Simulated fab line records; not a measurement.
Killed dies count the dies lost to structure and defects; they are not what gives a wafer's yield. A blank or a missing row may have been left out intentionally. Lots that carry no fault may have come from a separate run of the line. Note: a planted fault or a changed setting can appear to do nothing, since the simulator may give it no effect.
fab line records	flow n5_finfet	part 1 of 2: steps 1 to 4 of 6
record lots=22	wafers=66	last_day=17
route steps=1938 shown MOL_CONTACT_COAG@530
lots that met no fault: from a run of the same line without faults
start_h: hours from the record's first day to the start of the lot's first wafer shown	wait_h: hours since the lot's step before	" unchanged from the row above	L1.1+2: several wafers, shown together as one row	- no value, or no start given	* or withheld: withheld	< > ~ a bound
route shown NAME@n: NAME is a module with steps in the file, n the number in the route of the first one	usual: mean/standard deviation of fault-free wafers	same: alike in all rows	chamber/n: place in a boat	sites: readings site by site	_std_site: standard deviation of those values	_edge_site: mean of outer sites minus mean of inner sites	radius_mm: how far each site lies from the wafer's centre	mask NAME#n: copy n	behind: tool/chamber where the wafer was last shaped	hold: the reason the lot was held/the length of the hold in hours/how it ended	device: whichever transistor did not switch (one of n, p or np)	end of line: the same wafers' tests at the end of the route	a step given without rows: its recipe and nothing more	killed: the dies lost at the first sort to structure and to defects; this is not the yield of the wafer	map: per-die view of a wafer (x killed, . not killed, _ where there is no die)
set.NAME: the setting as run; set.NAME@STEP: as run at that earlier step	model.NAME: the simulator's own value behind a step, which no gauge read
one table for each step of the route and one row for each wafer, over a sample of lots
services: the hour from which a tool's chamber was out of use, counted from the record's first day as start_h (under 0 if before that day), plus the number of hours and why
## steps
# step N5_MOL_CONTACT_COAG_ETCH_59
# recipe chemistry=N2/H2	target=underlayer	target_depth_a=130	mask_material=CAR-EUV	time_s=10.4	ion_energy_ev=200	pressure_mtorr=30	source_w=840	bias_w=150	n2_flow_sccm=200	h2_flow_sccm=200	ends=cleared
# usual drypump_motor_current_A=5.4/0.39	etch_rf_on_time_s=10.4/0.39	oes_product_au=0.67/0.073	rf_vpp_V=523/3.1	showerhead_plenum_p_Torr=2.53/0.099	throttle_valve_pct=17.85/0.27
lot.wafer	tool	chamber	start_h	wait_h	drypump_motor_current_A	etch_rf_on_time_s	oes_product_au	rf_hours_counter_h	rf_vpp_V	showerhead_plenum_p_Torr	throttle_valve_pct
L074.2	rie_diel-05	3	90.15	0.0	5.0	9.9	0.63	190	527	2.62	17.71
L074.4	"	1	"	"	5.6	11.0	0.71	42	524	2.49	17.59
L074.5	"	2	"	"	5.7	10.2	0.70	-	519	2.37	18.33
L075.1	rie_diel-05	0	92.64	0.0	4.9	10.2	0.63	169	520	2.45	18.05
L075.2	"	2	"	"	5.7	10.2	0.70	115	520	2.37	18.33
L075.5	"	0	"	"	4.9	10.3	0.62	-	521	2.45	18.05
L076.3	rie_diel-05	1	99.04	0.0	5.6	11.1	0.70	46	521	2.48	17.59
L076.5	"	2	"	"	5.7	10.3	0.70	-	518	2.37	18.33
L076.6	"	3	"	"	5.0	9.9	0.63	-	528	2.62	17.71
L077.2	rie_diel-05	2	105.82	0.0	5.7	10.2	0.69	119	519	2.37	18.35
L077.3	"	3	"	"	5.0	9.8	0.63	195	526	2.62	17.74
L077.4	"	1	"	"	5.6	11.0	0.70	48	521	2.48	17.63
L078.2	rie_diel-05	1	112.26	0.0	5.6	10.9	0.70	50	522	2.48	17.60
L078.3	"	0	"	"	4.9	10.1	0.63	176	520	2.45	18.06
L078.4	"	3	"	"	5.0	9.9	0.62	197	526	2.62	17.73
L079.2	rie_diel-04	2	118.55	0.0	5.7	10.7	0.60	212	527	2.59	17.96
L079.3	"	0	"	"	6.0	10.9	0.58	241	525	2.61	17.83
L079.6	"	2	"	"	5.7	10.8	0.60	-	526	2.59	17.96
L080.3	rie_diel-01	2	127.11	0.0	5.4	10.0	0.75	50	524	2.57	17.55
L080.4	"	0	"	"	6.0	10.6	0.81	18	523	2.47	17.52
L080.6	"	2	"	"	5.4	9.9	0.75	-	526	2.57	17.55
L081.3	rie_diel-05	3	129.59	0.0	5.0	10.0	0.62	203	526	2.61	17.73
L081.4	"	1	"	"	5.6	11.0	0.69	56	522	2.48	17.62
L081.6	"	3	"	"	5.0	9.9	0.62	-	526	2.61	17.73
L082.1	rie_diel-04	3	134.24	0.0	5.1	10.3	0.59	242	526	2.63	17.92
L082.2	"	2	"	"	5.7	10.9	0.60	218	526	2.59	17.99
L082.3	"	1	"	"	5.6	10.7	0.59	222	519	2.42	18.04
L083.2	rie_diel-04	0	139.47	0.0	6.0	11.1	0.57	247	526	2.60	17.86
L083.5	"	3	"	"	5.1	10.3	0.59	-	524	2.63	17.94
L083.6	"	0	"	"	6.0	11.0	0.56	-	524	2.60	17.86
L084.2	rie_diel-05	0	147.69	0.0	4.8	10.1	0.62	186	521	2.44	18.07
L084.3	"	1	"	"	5.5	10.9	0.68	61	523	2.48	17.63
L084.4	"	2	"	"	5.7	10.2	0.68	134	519	2.36	18.35
L085.1	rie_diel-05	3	156.64	0.0	5.0	10.0	0.61	213	526	2.61	17.76
L085.4	"	0	"	"	4.8	10.4	0.61	187	521	2.44	18.09
L085.5	"	3	"	"	5.0	10.0	0.62	-	527	2.61	17.74
L088.2	rie_diel-05	0	173.56	0.0	4.9	10.4	0.60	192	520	2.44	18.10
L088.5	"	3	"	"	5.0	9.9	0.61	-	526	2.61	17.76
L088.6	"	0	"	"	4.9	10.3	0.60	-	520	2.44	18.11
L087.1	rie_diel-01	1	174.02	0.0	5.2	10.7	0.64	149	523	2.54	17.91
L087.2	"	3	"	"	6.0	10.5	0.60	203	527	2.63	18.03
L087.4	"	2	"	"	5.4	10.0	0.73	67	525	2.56	17.57
L089.1	rie_diel-01	3	186.33	0.0	6.0	10.7	0.60	208	526	2.63	18.02
L089.4	"	1	"	"	5.2	10.7	0.63	154	525	2.54	17.92
L089.6	"	2	"	"	5.4	9.9	0.73	-	523	2.56	17.60
L091.2	rie_diel-01	0	196.81	0.0	6.0	10.7	0.75	44	522	2.46	17.55
L091.4	"	2	"	"	5.4	10.1	0.72	-	524	2.56	17.60
L091.6	"	1	"	"	5.2	10.8	0.62	-	523	2.53	17.93
L092.2	rie_diel-05	0	201.09	0.0	4.9	10.2	0.61	203	521	2.44	18.10
L092.4	"	1	"	"	5.6	11.1	0.66	80	523	2.47	17.65
L092.6	"	1	"	"	5.6	11.1	0.66	-	522	2.47	17.66
L093.2	rie_diel-01	1	203.73	0.0	5.2	10.7	0.62	162	525	2.53	17.95
L093.3	"	0	"	"	6.0	10.6	0.76	49	522	2.46	17.58
L093.5	"	1	"	"	5.2	10.7	0.63	-	524	2.53	17.93
L094.1	rie_diel-04	0	212.47	0.0	6.0	10.8	0.74	22	524	2.59	17.50
L094.5	"	1	"	"	5.6	10.5	0.86	-	530	2.73	17.72
L094.6	"	0	"	"	6.0	10.7	0.75	-	526	2.59	17.50
L095.1	rie_diel-05	2	214.87	0.0	5.7	10.3	0.66	157	518	2.35	18.39
L095.2	"	0	"	"	4.9	10.5	0.59	207	521	2.43	18.12
L095.5	"	0	"	"	4.8	10.4	0.59	-	520	2.43	18.12
L096.2	rie_diel-04	1	226.48	0.0	5.6	10.3	0.83	7	528	2.73	17.73
L096.4	"	0	"	"	6.0	10.5	0.75	-	525	2.59	17.52
L096.6	"	3	"	"	5.1	9.8	0.79	-	525	2.61	17.41
L097.3	rie_diel-04	0	227.30	0.0	6.0	10.9	0.74	28	525	2.59	17.53
L097.5	"	1	"	"	5.6	10.7	0.82	-	530	2.73	17.74
L097.6	"	0	"	"	6.0	10.9	0.74	-	526	2.59	17.51
# step N5_MOL_CONTACT_COAG_ETCH_15
# recipe chemistry=CH3F/O2	target=SiNx	target_depth_a=70	mask_material=SOC	stop_on=Si:P	over_etch_frac=0.75	ion_energy_ev=120	pressure_mtorr=30	source_w=395	bias_w=73	Ar_flow_sccm=150	CH3F_flow_sccm=30	O2_flow_sccm=20
# usual drypump_motor_current_A=5.4/0.39	oes_product_au=0.57/0.061	rf_vpp_V=299/10	showerhead_plenum_p_Torr=1.99/0.085	throttle_valve_pct=16.35/0.25
lot.wafer	tool	chamber	start_h	wait_h	drypump_motor_current_A	oes_product_au	rf_hours_counter_h	rf_vpp_V	showerhead_plenum_p_Torr	throttle_valve_pct
L074.2	rie_diel-05	3	90.33	0.0	5.0	0.53	190	292	2.06	16.34
L074.4	"	1	"	"	5.6	0.62	43	294	1.96	16.07
L074.5	"	2	"	"	5.7	0.59	-	292	1.85	16.66
L075.1	rie_diel-05	0	92.83	0.0	4.9	0.53	170	289	1.89	16.38
L075.2	"	2	"	"	5.7	0.59	115	292	1.85	16.68
L075.5	"	0	"	"	4.9	0.54	-	290	1.89	16.36
L076.3	rie_diel-05	1	99.22	0.0	5.6	0.61	46	297	1.96	16.07
L076.5	"	2	"	"	5.7	0.58	-	292	1.85	16.68
L076.6	"	3	"	"	5.0	0.52	-	292	2.06	16.33
L077.2	rie_diel-05	2	106.00	0.0	5.7	0.58	120	294	1.85	16.68
L077.3	"	3	"	"	5.0	0.52	195	293	2.05	16.36
L077.4	"	1	"	"	5.6	0.61	48	298	1.96	16.09
L078.2	rie_diel-05	1	112.44	0.0	5.6	0.61	50	296	1.96	16.09
L078.3	"	0	"	"	4.9	0.53	176	290	1.89	16.38
L078.4	"	3	"	"	5.0	0.52	197	292	2.05	16.35
L079.2	rie_diel-04	2	118.74	0.0	5.7	0.52	213	315	2.08	16.77
L079.3	"	0	"	"	6.0	0.50	241	305	2.08	16.56
L079.6	"	2	"	"	5.7	0.52	-	314	2.08	16.76
L080.3	rie_diel-01	2	127.30	0.0	5.4	0.63	50	315	2.04	16.22
L080.4	"	0	"	"	6.0	0.69	18	321	1.95	16.01
L080.6	"	2	"	"	5.4	0.64	-	313	2.04	16.20
L081.3	rie_diel-05	3	129.78	0.0	5.0	0.52	203	292	2.05	16.36
L081.4	"	1	"	"	5.6	0.61	56	297	1.95	16.09
L081.6	"	3	"	"	5.0	0.52	-	293	2.05	16.35
L082.1	rie_diel-04	3	134.42	0.0	5.0	0.51	242	292	2.05	16.30
L082.2	"	2	"	"	5.6	0.52	218	316	2.08	16.76
L082.3	"	1	"	"	5.6	0.51	222	291	1.91	16.53
L083.2	rie_diel-04	0	139.66	0.0	6.0	0.50	248	304	2.07	16.57
L083.5	"	3	"	"	5.0	0.50	-	293	2.05	16.31
L083.6	"	0	"	"	6.0	0.51	-	305	2.07	16.58
L084.2	rie_diel-05	0	147.88	0.0	4.9	0.52	186	290	1.89	16.41
L084.3	"	1	"	"	5.6	0.61	61	297	1.95	16.11
L084.4	"	2	"	"	5.7	0.57	135	293	1.85	16.71
L085.1	rie_diel-05	3	156.82	0.0	5.0	0.52	213	291	2.05	16.38
L085.4	"	0	"	"	4.8	0.51	188	291	1.89	16.39
L085.5	"	3	"	"	5.0	0.52	-	292	2.05	16.38
L088.2	rie_diel-05	0	173.75	0.0	4.9	0.51	192	290	1.89	16.41
L088.5	"	3	"	"	5.0	0.51	-	292	2.05	16.40
L088.6	"	0	"	"	4.9	0.52	-	290	1.89	16.42
L087.1	rie_diel-01	1	174.20	0.0	5.2	0.56	149	294	1.99	16.44
L087.2	"	3	"	"	5.9	0.52	203	320	2.07	16.47
L087.4	"	2	"	"	5.4	0.61	67	313	2.03	16.24
L089.1	rie_diel-01	3	186.52	0.0	5.9	0.52	208	318	2.06	16.48
L089.4	"	1	"	"	5.2	0.55	154	292	1.99	16.44
L089.6	"	2	"	"	5.4	0.62	-	314	2.03	16.25
L091.2	rie_diel-01	0	197.00	0.0	6.0	0.65	44	320	1.95	16.05
L091.4	"	2	"	"	5.4	0.61	-	313	2.03	16.25
L091.6	"	1	"	"	5.2	0.55	-	292	1.99	16.44
L092.2	rie_diel-05	0	201.27	0.0	4.8	0.51	203	290	1.88	16.42
L092.4	"	1	"	"	5.6	0.58	80	297	1.95	16.13
L092.6	"	1	"	"	5.6	0.60	-	297	1.95	16.14
L093.2	rie_diel-01	1	203.91	0.0	5.2	0.55	162	293	1.99	16.45
L093.3	"	0	"	"	6.0	0.65	49	319	1.94	16.05
L093.5	"	1	"	"	5.2	0.55	-	293	1.99	16.46
L094.1	rie_diel-04	0	212.65	0.0	6.0	0.65	22	304	2.07	16.16
L094.5	"	1	"	"	5.6	0.74	-	298	2.15	16.15
L094.6	"	0	"	"	6.0	0.65	-	304	2.07	16.17
L095.1	rie_diel-05	2	215.06	0.0	5.7	0.56	157	293	1.84	16.75
L095.2	"	0	"	"	4.9	0.51	207	290	1.88	16.43
L095.5	"	0	"	"	4.9	0.51	-	290	1.88	16.44
L096.2	rie_diel-04	1	226.67	0.0	5.6	0.71	7	298	2.15	16.16
L096.4	"	0	"	"	6.0	0.64	-	304	2.06	16.19
L096.6	"	3	"	"	5.1	0.65	-	291	2.04	15.77
L097.3	rie_diel-04	0	227.48	0.0	6.0	0.64	28	303	2.06	16.17
L097.5	"	1	"	"	5.6	0.70	-	296	2.15	16.14
L097.6	"	0	"	"	6.0	0.64	-	305	2.06	16.18
# step N5_MOL_CONTACT_COAG_STRIP_98
# recipe chemistry=N2/H2	power_w=500	temp_c=40	pressure_mtorr=50	rf_frequency_hz=6e+07	overash_fraction=0.3	bias_power_w=8	h2_frac=0.5	n2_flow_sccm=300	h2_flow_sccm=300
# usual drypump_motor_current_A=5.5/0.39	oes_product_au=0.79/0.088	rf_vpp_V=54.4/1.3	showerhead_plenum_p_Torr=3.34/0.13	throttle_valve_pct=18.8/0.34
lot.wafer	tool	chamber	start_h	wait_h	drypump_motor_current_A	oes_product_au	rf_hours_counter_h	rf_vpp_V	showerhead_plenum_p_Torr	throttle_valve_pct
L074.2	rie_diel-05	3	90.44	0.0	5.0	0.73	190	52.5	3.46	18.4
L074.4	"	1	"	"	5.6	0.86	43	55.8	3.29	18.8
L074.5	"	2	"	"	5.7	0.80	-	55.1	3.14	19.4
L075.1	rie_diel-05	0	92.94	0.0	4.9	0.73	170	53.1	3.24	19.0
L075.2	"	2	"	"	5.7	0.80	115	53.8	3.14	19.4
L075.5	"	0	"	"	4.9	0.75	-	54.1	3.24	19.0
L076.3	rie_diel-05	1	99.33	0.0	5.6	0.84	46	53.2	3.28	18.8
L076.5	"	2	"	"	5.7	0.80	-	55.7	3.13	19.4
L076.6	"	3	"	"	5.0	0.73	-	53.7	3.45	18.4
L077.2	rie_diel-05	2	106.11	0.0	5.7	0.80	120	56.5	3.13	19.4
L077.3	"	3	"	"	5.0	0.74	195	54.2	3.45	18.4
L077.4	"	1	"	"	5.6	0.85	48	52.7	3.28	18.8
L078.2	rie_diel-05	1	112.55	0.0	5.6	0.82	50	54.8	3.28	18.8
L078.3	"	0	"	"	4.9	0.72	176	54.1	3.23	19.0
L078.4	"	3	"	"	5.0	0.72	197	52.8	3.45	18.4
L079.2	rie_diel-04	2	118.85	0.0	5.7	0.72	213	55.7	3.42	18.9
L079.3	"	0	"	"	6.1	0.68	241	55.0	3.44	18.7
L079.6	"	2	"	"	5.7	0.73	-	53.8	3.42	18.9
L080.3	rie_diel-01	2	127.40	0.0	5.4	0.86	50	55.0	3.39	18.3
L080.4	"	0	"	"	6.0	0.97	18	56.7	3.27	18.7
L080.6	"	2	"	"	5.4	0.86	-	54.1	3.39	18.3
L081.3	rie_diel-05	3	129.89	0.0	5.0	0.72	203	53.7	3.45	18.5
L081.4	"	1	"	"	5.6	0.82	56	53.9	3.28	18.8
L081.6	"	3	"	"	5.0	0.72	-	54.8	3.45	18.5
L082.1	rie_diel-04	3	134.53	0.0	5.0	0.66	242	53.9	3.46	19.0
L082.2	"	2	"	"	5.7	0.71	218	54.4	3.42	18.9
L082.3	"	1	"	"	5.6	0.71	222	53.7	3.20	19.3
L083.2	rie_diel-04	0	139.76	0.0	6.1	0.67	248	52.4	3.44	18.7
L083.5	"	3	"	"	5.1	0.66	-	53.7	3.46	19.0
L083.6	"	0	"	"	6.0	0.67	-	57.6	3.44	18.7
L084.2	rie_diel-05	0	147.99	0.0	4.9	0.73	186	55.0	3.23	19.0
L084.3	"	1	"	"	5.6	0.81	61	53.9	3.28	18.8
L084.4	"	2	"	"	5.8	0.78	135	56.1	3.13	19.4
L085.1	rie_diel-05	3	156.93	0.0	5.0	0.73	213	53.6	3.44	18.5
L085.4	"	0	"	"	4.9	0.73	188	52.2	3.23	19.0
L085.5	"	3	"	"	5.0	0.72	-	55.0	3.44	18.5
L088.2	rie_diel-05	0	173.85	0.0	4.8	0.72	192	53.4	3.23	19.0
L088.5	"	3	"	"	5.0	0.71	-	55.4	3.44	18.5
L088.6	"	0	"	"	4.9	0.71	-	53.2	3.23	19.0
L087.1	rie_diel-01	1	174.31	0.0	5.2	0.77	149	56.8	3.35	18.8
L087.2	"	3	"	"	5.9	0.70	203	54.0	3.47	19.1
L087.4	"	2	"	"	5.4	0.84	67	56.7	3.38	18.4
L089.1	rie_diel-01	3	186.63	0.0	5.9	0.70	208	53.8	3.47	19.1
L089.4	"	1	"	"	5.2	0.76	154	55.2	3.35	18.8
L089.6	"	2	"	"	5.4	0.83	-	55.6	3.38	18.3
L091.2	rie_diel-01	0	197.10	0.0	6.0	0.89	44	52.3	3.26	18.8
L091.4	"	2	"	"	5.4	0.83	-	53.2	3.38	18.4
L091.6	"	1	"	"	5.2	0.75	-	53.1	3.35	18.8
L092.2	rie_diel-05	0	201.38	0.0	4.8	0.71	203	53.8	3.22	19.0
L092.4	"	1	"	"	5.6	0.79	80	55.6	3.27	18.9
L092.6	"	1	"	"	5.6	0.78	-	55.4	3.27	18.9
L093.2	rie_diel-01	1	204.02	0.0	5.2	0.76	162	54.2	3.35	18.8
L093.3	"	0	"	"	6.0	0.90	49	53.8	3.26	18.7
L093.5	"	1	"	"	5.2	0.75	-	53.5	3.35	18.8
L094.1	rie_diel-04	0	212.76	0.0	6.0	0.88	22	54.3	3.42	18.3
L094.5	"	1	"	"	5.6	1.04	-	57.5	3.60	18.9
L094.6	"	0	"	"	6.0	0.89	-	53.6	3.42	18.3
L095.1	rie_diel-05	2	215.16	0.0	5.7	0.77	157	55.1	3.11	19.5
L095.2	"	0	"	"	4.8	0.70	207	52.7	3.22	19.1
L095.5	"	0	"	"	4.8	0.70	-	55.6	3.22	19.0
L096.2	rie_diel-04	1	226.78	0.0	5.6	1.00	7	54.2	3.59	19.0
L096.4	"	0	"	"	6.0	0.87	-	53.0	3.42	18.3
L096.6	"	3	"	"	5.1	0.89	-	56.9	3.45	18.5
L097.3	rie_diel-04	0	227.59	0.0	6.0	0.89	29	52.4	3.42	18.4
L097.5	"	1	"	"	5.6	1.00	-	54.5	3.59	18.9
L097.6	"	0	"	"	6.1	0.88	-	55.5	3.42	18.4
# step N5_MOL_CONTACT_COAG_TI_SIL_19
# recipe material=Ti	target_thk_a=42	temp_c=200	chamber_pressure_pa=5	power_w=5000	time_s=15
# usual throttle_valve_pct=29.8/0.94
lot.wafer	tool	chamber	start_h	wait_h	throttle_valve_pct
L074.2	pvd_sputter-03	-	91.00	0.2	30.2
L074.4	"	-	"	"	29.4
L074.5	"	-	"	"	30.0
L075.1	pvd_sputter-02	-	93.49	0.2	27.7
L075.2	"	-	"	"	29.8
L075.5	"	-	"	"	29.6
L076.3	pvd_sputter-02	-	99.87	0.1	27.8
L076.5	"	-	"	"	28.1
L076.6	"	-	"	"	29.7
L077.2	pvd_sputter-03	-	110.08	2.0	28.5
L077.3	"	-	"	"	30.2
L077.4	"	-	"	"	29.5
L078.2	pvd_sputter-03	-	113.92	0.7	30.1
L078.3	"	-	"	"	29.4
L078.4	"	-	"	"	28.6
L079.2	pvd_sputter-01	-	121.47	0.3	31.5
L079.3	"	-	"	"	30.0
L079.6	"	-	"	"	30.6
L080.3	pvd_sputter-03	-	128.31	0.3	28.5
L080.4	"	-	"	"	30.0
L080.6	"	-	"	"	30.0
L081.3	pvd_sputter-03	-	130.67	0.3	30.2
L081.4	"	-	"	"	30.3
L081.6	"	-	"	"	30.0
L082.1	pvd_sputter-01	-	137.64	0.4	31.1
L082.2	"	-	"	"	29.9
L082.3	"	-	"	"	29.1
L083.2	pvd_sputter-03	-	141.29	0.3	28.5
L083.5	"	-	"	"	29.7
L083.6	"	-	"	"	30.2
L084.2	pvd_sputter-02	-	148.60	0.2	29.8
L084.3	"	-	"	"	27.4
L084.4	"	-	"	"	31.2
L085.1	pvd_sputter-03	-	157.61	0.2	28.8
L085.4	"	-	"	"	28.8
L085.5	"	-	"	"	30.0
L088.2	pvd_sputter-01	-	174.38	0.1	30.1
L088.5	"	-	"	"	30.0
L088.6	"	-	"	"	28.9
L087.1	pvd_sputter-03	-	175.39	0.7	28.7
L087.2	"	-	"	"	30.3
L087.4	"	-	"	"	29.7
L089.1	pvd_sputter-02	-	187.70	0.5	27.6
L089.4	"	-	"	"	29.3
L089.6	"	-	"	"	27.8
L091.2	pvd_sputter-02	-	197.94	0.4	27.8
L091.4	"	-	"	"	29.8
L091.6	"	-	"	"	29.5
L092.2	pvd_sputter-01	-	202.16	0.2	31.6
L092.4	"	-	"	"	29.8
L092.6	"	-	"	"	31.0
L093.2	pvd_sputter-01	-	204.84	0.4	29.5
L093.3	"	-	"	"	31.1
L093.5	"	-	"	"	31.3
L094.1	pvd_sputter-03	-	213.33	0.2	29.5
L094.5	"	-	"	"	30.4
L094.6	"	-	"	"	29.8
L095.1	pvd_sputter-01	-	216.31	0.3	31.6
L095.2	"	-	"	"	29.8
L095.5	"	-	"	"	29.1
L096.2	pvd_sputter-03	-	227.44	0.3	29.9
L096.4	"	-	"	"	30.1
L096.6	"	-	"	"	28.7
L097.3	pvd_sputter-03	-	229.78	0.2	28.7
L097.5	"	-	"	"	28.8
L097.6	"	-	"	"	29.9
